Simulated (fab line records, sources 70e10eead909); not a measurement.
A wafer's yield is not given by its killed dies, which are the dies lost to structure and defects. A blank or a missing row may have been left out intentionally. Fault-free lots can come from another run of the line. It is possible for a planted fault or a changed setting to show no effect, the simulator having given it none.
Which of the tools did it? ; flow nand harc ; 6 lots with 17 wafers sampled at 4 steps, on a route of 1302 steps

## WHAT THE GAUGES SHOWED, per wafer
NHARC_END_SORT_01.
lot;measured;on;killed short
L423;day 26 18:41;prober-01;4 1 1
L435;day 31 07:50;prober-02;2 6
L436;day 32 03:33;prober-02;3 4 0
L440;day 33 10:25;prober-01;8

## EACH LOT AND THE TOOL THAT RAN IT (in order: tool; ch and the chambers of the sampled wafers; start)
lot;NHARC_A_CONTACT_ETCH_78;NHARC_A_CONTACT_ETCH_126;NHARC_A_CONTACT_ETCH_127
L420;rie diel-01 ch 0,1,3, day 22 13:44;har cap etch-01 ch 0,1, day 22 14:59;har cap etch-01 ch 0,1, day 22 15:10
L423;rie diel-01 ch 0,1,3, day 24 04:10;har cap etch-01 ch 0,1, day 24 05:43;har cap etch-01 ch 0,1, day 24 05:54
L424;rie diel-01 ch 1,2, day 25 13:48;har cap etch-02 ch 0,1, day 25 15:04;har cap etch-02 ch 0,1, day 25 15:14
L435;rie diel-01 ch 0,3, day 28 17:21;har cap etch-01 ch 0,1, day 28 18:47;har cap etch-01 ch 0,1, day 28 19:01
L436;rie diel-11 ch 0,2, day 29 18:56;har cap etch-02 ch 0,1, day 29 20:10;har cap etch-02 ch 0,1, day 29 20:20
L440;rie diel-11 ch 0,3, day 30 22:50;har cap etch-03 ch 0,1, day 31 00:03;har cap etch-03 ch 0,1, day 31 00:14
- NHARC_A_CONTACT_ETCH_78: etches the open film in O2/COS, target depth 5300 nm, time 1378 s.
- NHARC_A_CONTACT_ETCH_126: etches the open film in C4F8/O2/Ar, time 197 s, target depth 1918 nm.
- NHARC_A_CONTACT_ETCH_127: etches the open film in C4F8/O2/Ar, time 197 s, target depth 1918 nm.

## THE ANSWER, worked out from the rows above alone
Rule: usual is defined by the lots themselves. Put in order of their means at a reading, lots are off if they are a third of the lots or fewer, leave a main group of 4 or more, and stand apart from it by a gap of 3 or more times the standard deviation of the main group's means; of several such gaps the widest counts. A main group whose means are all the same, to the digits that the tables above print for the reading, isn't used. Also off: a lot with no number at a reading for which 4 or more lots have one. Any other lot the step has rows for is counted as sound.
None of the lots is off at any reading shown; this tells nothing.

## WHAT THE SIMULATOR HAD PUT IN
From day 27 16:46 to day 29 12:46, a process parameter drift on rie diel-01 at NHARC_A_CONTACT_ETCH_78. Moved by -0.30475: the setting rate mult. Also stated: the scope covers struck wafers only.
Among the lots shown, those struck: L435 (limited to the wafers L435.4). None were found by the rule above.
